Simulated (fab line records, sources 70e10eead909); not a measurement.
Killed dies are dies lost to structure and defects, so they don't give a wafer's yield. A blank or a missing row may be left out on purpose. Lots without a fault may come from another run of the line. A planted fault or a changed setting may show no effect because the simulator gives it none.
One fault seen from 2 desks | flow nand_harc | each desk has only its own numbers; what lay behind them comes last

THE DEFECT DESK
What the inspections along the route counted, lot by lot: means of the sampled wafers that have a number. A lot is out of limits, marked OUT, if its mean lies more than 4 standard deviations from the usual mean; the brackets give that distance.
Columns: A = raw_defect_count at NHARC_A_CHANNEL_HOLE_D1_INSPECT_40, usual 60
lot  | first seen here | A
L839 | day 8 13:29     | 54
L842 | day 9 03:34     | 77
L841 | day 9 04:08     | 49
L840 | day 9 07:44     | 72
L844 | day 9 08:18     | 51
L843 | day 9 16:19     | 56
L845 | day 10 17:19    | 68
L849 | day 11 06:34    | 40
L851 | day 11 22:16    | 45
L857 | day 12 16:50    | 74
L858 | day 13 04:43    | 80
L859 | day 13 14:47    | 83
L861 | day 13 22:01    | 76
This desk's finding: nothing out of limits on any of the 13 lots.

THE TOOL OWNER'S DESK: ald_hk-04
The tool's own readings at NHARC_A_CHANNEL_FILL_D1_ALD_25 (deposits SiOx, target thk 60 nm, pulse time 10 s, ald cycles 600): means of the sampled wafers that have a number, for each lot that ran on this tool. A lot is out of limits, marked OUT, if its mean lies more than 4 standard deviations from the usual mean; the brackets give that distance.
Columns: A = heater_power_w at NHARC_A_CHANNEL_FILL_D1_ALD_25, usual 459 W; B = precursor_pulse_height_rel at NHARC_A_CHANNEL_FILL_D1_ALD_25, usual 1.001; C = susceptor_temp_C at NHARC_A_CHANNEL_FILL_D1_ALD_25, usual 299.97 C
lot  | first seen here | A   | B     | C
L839 | day 10 02:55    | 442 | 1.010 | 299.85
L844 | day 10 18:50    | 479 | 1.009 | 300.02
L841 | day 10 22:30    | 468 | 1.014 | 299.98
L845 | day 12 11:55    | 469 | 0.993 | 299.88
L849 | day 12 19:10    | 474 | 1.004 | -
L851 | day 13 11:21    | 440 | 0.994 | 299.91
This desk's finding: nothing out of limits on any of the 6 lots.

PUT TOGETHER
The defect desk saw nothing out of limits.
The tool owner's desk saw nothing out of limits.

WHAT THE SIMULATOR HAD PUT IN
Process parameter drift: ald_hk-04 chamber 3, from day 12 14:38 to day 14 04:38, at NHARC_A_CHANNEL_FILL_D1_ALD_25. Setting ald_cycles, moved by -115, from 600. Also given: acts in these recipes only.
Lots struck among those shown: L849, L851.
